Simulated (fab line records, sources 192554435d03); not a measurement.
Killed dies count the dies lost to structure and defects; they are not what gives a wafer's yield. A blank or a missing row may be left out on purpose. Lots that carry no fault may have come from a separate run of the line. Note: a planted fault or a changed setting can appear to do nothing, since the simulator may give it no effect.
A struck lot beside a sound one ; flow n5 finfet ; 37 steps out of a route of 1938
Sound: these wafers, L481.1, L481.3, L481.6. Struck: wafer L472.5; the same lot's L472.6 was not struck, so it is left out; see the end for the cause.
For every step that has rows: the tool of each side, followed by ch and its chambers, followed by its first start. Under that, the readings that differ: sound wafers ; struck wafers ; difference of the means ; sigmas: that difference in standard deviations of wafers without a fault.
alike: words and numbers the same on both sides, and readings whose means are apart by under 2 such deviations; not compared: readings that were withheld, readings missing a value for some wafer, numbers with overlapping values and no deviation given by the record, and bounds like >300 which may hide the same value.
Wherever a step has rows on one side only, a row that says differs or no value, or a row with sigmas, the two part there. Numbers that don't overlap but have no deviation are shown without sigmas and don't part them. A reading that every wafer of one side lacks parts them only if that side has two wafers or more.

first, 9 steps without rows for these wafers: N5_BEOL_M10_ALD_74 (deposits TaN, target thk 2 nm, pulse time 2 s, purge time 3 s); N5_BEOL_M10_SURFACE_TREAT_76; N5_BEOL_M10_CVD_75 (deposits Co from CCTBA/H2, target thk 2 nm, time 138.9 s); N5_BEOL_M10_SPUTTER_48 (material Cu, target thk 12 nm, time 2 s); N5_BEOL_M10_ECD_50 (material Cu, target thk 318 nm); N5_BEOL_M10_ANNEAL_51 (time 90 s); N5_BEOL_M10_CMP_52 (polishes, stops on SiCOH lowk, t overpolish 7 s, target thk 140 nm); N5_BEOL_M10_PRE_CLEAN_55 (time 15 s); N5_BEOL_M10_DEP_56 (deposits SiCN from 3MS/NH3, target thk 15 nm, time 26.5 s).
N5_BEOL_M11_ILD_DEP_00: deposits SiCOH lowk from DEMS/porogen, target thk 308.51 nm, time 58 s.
  sound on pecvd-01 ch 0,1, day 14 01:01; struck on pecvd-04 ch 0, day 12 01:24
reading;sound;struck;difference;sigmas
run length s (s);100.7 101.9 100.8;85.4;-15.7;-27
model.SiCOH_lowk_of_BEOL_M11_ILD_DEP_00.thk nm (nm);312.8 308.8 315.6;227.8;-84.6;
  alike: heater power w, showerhead plenum p Torr, throttle valve pct
then, 1 step without rows for these wafers: N5_BEOL_M11_CURE_71 (cures SiCOH lowk, time 240 s).
N5_BEOL_M11_THK_MEAS_01:
  sound on film metro-02 at day 14 01:39; struck on film metro-01 at day 12 01:58
reading;sound;struck;difference;sigmas
M11_ILD_THK (nm);272 268 274;197;-74;-21
then, 23 steps without rows for these wafers: N5_BEOL_M11_PECVD_70 (deposits SiO2 from TEOS/O2, target thk 20 nm, time 22.7 s); N5_BEOL_M11_HM_DEP_02 (deposits TiN, target thk 20 nm); N5_BEOL_M11_COAT_59 (time 60 s, resist thk 100 nm); N5_BEOL_M11_COAT_60 (time 60 s, resist thk 30 nm); N5_BEOL_M11_COAT_05 (resist thk 90 nm); N5_BEOL_M11_EBR_07; N5_BEOL_M11_SOFTBAKE_06 (time 60 s); N5_BEOL_M11_EXPOSE_08 (exposes mask M11); N5_BEOL_M11_PEB_09 (peb time 60 s); N5_BEOL_M11_DEVELOP_10 (develop time 30 s); N5_BEOL_M11_DESCUM_16 (chemistry O2, time 7.9 s); N5_BEOL_M11_ETCH_61 (etches SiARC in CF4, target depth 39 nm, time 65 s); N5_BEOL_M11_ETCH_62 (etches SOC in N2/H2, target depth 110 nm, overetch 22 nm, time 165 s); N5_BEOL_M11_STRIP_68 (strips in N2/H2); N5_BEOL_M11_STRIP_67 (strips in CF4); N5_BEOL_M11_HM_OPEN_17 (chemistry Cl2/BCl3, target TiN, target depth 20 nm, overetch 6 nm); N5_BEOL_M11_STRIP_19 (strips in O2); N5_BEOL_M11_COAT_63 (time 60 s, resist thk 100 nm); N5_BEOL_M11_COAT_64 (time 60 s, resist thk 30 nm); N5_BEOL_M11_COAT_22 (resist thk 90 nm); N5_BEOL_M11_EBR_24; N5_BEOL_M11_SOFTBAKE_23 (time 60 s); N5_BEOL_M11_EXPOSE_25 (exposes mask V10).
N5_BEOL_M11_CMP_52: polishes, stops on SiCOH lowk, t overpolish 7 s, target thk 140 nm.
  sound on cmp-02 ch 0,3, day 14 07:28; struck on cmp-04 ch 1, day 12 09:06
reading;sound;struck;difference;sigmas
model.SiCOH_lowk_of_BEOL_M11_ILD_DEP_00.thk nm (nm);268.8 265.2 271.2;194;-74;
  alike: motor current A, slurry filter dp kPa
  not compared: pad life wafers
N5_PASSIVATION_PROBE_49:
  record: rows for the struck wafers here (prober-01, day 14 03:06), none for the sound ones

WHERE THEY PART
Earliest at N5_BEOL_M11_ILD_DEP_00; latest, in this record, at N5_PASSIVATION_PROBE_49.

WHY: what had been put in by the simulator
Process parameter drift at N5_BEOL_M11_ILD_DEP_00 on pecvd-04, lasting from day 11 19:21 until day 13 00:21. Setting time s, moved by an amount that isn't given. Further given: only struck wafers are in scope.
